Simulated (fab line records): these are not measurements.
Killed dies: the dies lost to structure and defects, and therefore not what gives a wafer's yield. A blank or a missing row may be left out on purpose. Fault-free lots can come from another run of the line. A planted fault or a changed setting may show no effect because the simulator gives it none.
Matching of chambers :: flow nand harc :: rie diel-07 running NHARC_A_BLC_STRIP_29: 4 sister chambers
The step strips in CF4. 18 wafers are shown with their chamber, then 9 later ones without.

EACH WAFER AND ITS CHAMBER
wafer: L077.2
chamber: 3
showerhead plenum p Torr (Torr): 1.78
drypump motor current A (A): 5.7
oes product au (a.u.): 1.003

wafer: L077.4
chamber: 0
showerhead plenum p Torr (Torr): 1.82
drypump motor current A (A): 5.5
oes product au (a.u.): 0.993

wafer: L077.5
chamber: 1
showerhead plenum p Torr (Torr): 1.75
drypump motor current A (A): 6.2
oes product au (a.u.): 1.001

wafer: L075.2
chamber: 2
showerhead plenum p Torr (Torr): 1.85
drypump motor current A (A): 5.4
oes product au (a.u.): 0.998

wafer: L075.3
chamber: 1
showerhead plenum p Torr (Torr): 1.75
drypump motor current A (A): 6.2
oes product au (a.u.): 0.989

wafer: L075.5
chamber: 1
showerhead plenum p Torr (Torr): 1.75
drypump motor current A (A): 6.2
oes product au (a.u.): 0.994

wafer: L078.2
chamber: 3
showerhead plenum p Torr (Torr): 1.78
drypump motor current A (A): 5.6
oes product au (a.u.): 1.011

wafer: L078.5
chamber: 0
showerhead plenum p Torr (Torr): 1.82
drypump motor current A (A): 5.5
oes product au (a.u.): 1.020

wafer: L078.6
chamber: 3
showerhead plenum p Torr (Torr): 1.78
drypump motor current A (A): 5.6
oes product au (a.u.): 1.014

wafer: L080.1
chamber: 1
showerhead plenum p Torr (Torr): 1.75
drypump motor current A (A): 6.2
oes product au (a.u.): 0.995

wafer: L080.2
chamber: 2
showerhead plenum p Torr (Torr): 1.85
drypump motor current A (A): 5.4
oes product au (a.u.): 1.001

wafer: L080.4
chamber: 3
showerhead plenum p Torr (Torr): 1.78
drypump motor current A (A): 5.6
oes product au (a.u.): 0.997

wafer: L082.2
chamber: 1
showerhead plenum p Torr (Torr): 1.74
drypump motor current A (A): 6.2
oes product au (a.u.): 0.994

wafer: L082.4
chamber: 2
showerhead plenum p Torr (Torr): 1.85
drypump motor current A (A): 5.4
oes product au (a.u.): 0.997

wafer: L082.6
chamber: 0
showerhead plenum p Torr (Torr): 1.82
drypump motor current A (A): 5.5
oes product au (a.u.): 1.002

wafer: L089.1
chamber: 0
showerhead plenum p Torr (Torr): 1.82
drypump motor current A (A): 5.5
oes product au (a.u.): 1.001

wafer: L089.2
chamber: 3
showerhead plenum p Torr (Torr): 1.78
drypump motor current A (A): 5.7
oes product au (a.u.): 0.993

wafer: L089.5
chamber: 0
showerhead plenum p Torr (Torr): 1.82
drypump motor current A (A): 5.5
oes product au (a.u.): 1.000

SIGNATURES, as means of the wafers listed above
reading: showerhead plenum p Torr
chamber 0: 1.8200
chamber 1: 1.7480
chamber 2: 1.8500
chamber 3: 1.7800
scatter within a chamber: 0.00239

reading: drypump motor current A
chamber 0: 5.500
chamber 1: 6.200
chamber 2: 5.400
chamber 3: 5.640
scatter within a chamber: 0.0293

reading: oes product au
chamber 0: 1.00320
chamber 1: 0.99460
chamber 2: 0.99867
chamber 3: 1.00360
scatter within a chamber: 0.00758
Rule: distance of a wafer from a chamber = root of the sum over the readings of ((wafer's reading minus chamber's mean) / reading's scatter) squared. If the next closest chamber is less than 2 further off than the closest, the wafer can't be placed; otherwise it belongs to the closest. How the scatter is found: for the shown wafers, subtract from each reading the mean of its chamber, square and add these, divide the total by (wafers less chambers), then take the root.

WAFERS MISSING THEIR CHAMBER
wafer: L091.1
showerhead plenum p Torr (Torr): 1.74
drypump motor current A (A): 6.2
oes product au (a.u.): 0.990

wafer: L091.3
showerhead plenum p Torr (Torr): 1.78
drypump motor current A (A): 5.6
oes product au (a.u.): 1.002

wafer: L091.6
showerhead plenum p Torr (Torr): 1.85
drypump motor current A (A): 5.4
oes product au (a.u.): 0.997

wafer: L094.1
showerhead plenum p Torr (Torr): 1.78
drypump motor current A (A): 5.6
oes product au (a.u.): 1.001

wafer: L094.2
showerhead plenum p Torr (Torr): 1.85
drypump motor current A (A): 5.4
oes product au (a.u.): 0.993

wafer: L094.6
showerhead plenum p Torr (Torr): 1.85
drypump motor current A (A): 5.3
oes product au (a.u.): 0.995

wafer: L097.1
showerhead plenum p Torr (Torr): 1.85
drypump motor current A (A): 5.4
oes product au (a.u.): 0.996

wafer: L097.3
showerhead plenum p Torr (Torr): 1.82
drypump motor current A (A): 5.5
oes product au (a.u.): 1.005

wafer: L097.6
showerhead plenum p Torr (Torr): 1.85
drypump motor current A (A): 5.4
oes product au (a.u.): 1.008

THE CHAMBER EACH PASSED THROUGH
wafer: L091.1
from the rows above: 1
in truth: 1

wafer: L091.3
from the rows above: 3
in truth: 3

wafer: L091.6
from the rows above: 2
in truth: 2

wafer: L094.1
from the rows above: 3
in truth: 3

wafer: L094.2
from the rows above: 2
in truth: 2

wafer: L094.6
from the rows above: 2
in truth: 2

wafer: L097.1
from the rows above: 2
in truth: 2

wafer: L097.3
from the rows above: 0
in truth: 0

wafer: L097.6
from the rows above: 2
in truth: 2
Placed correctly: 9 of 9. Left unplaced by these rows: 0. Placed wrongly: 0.
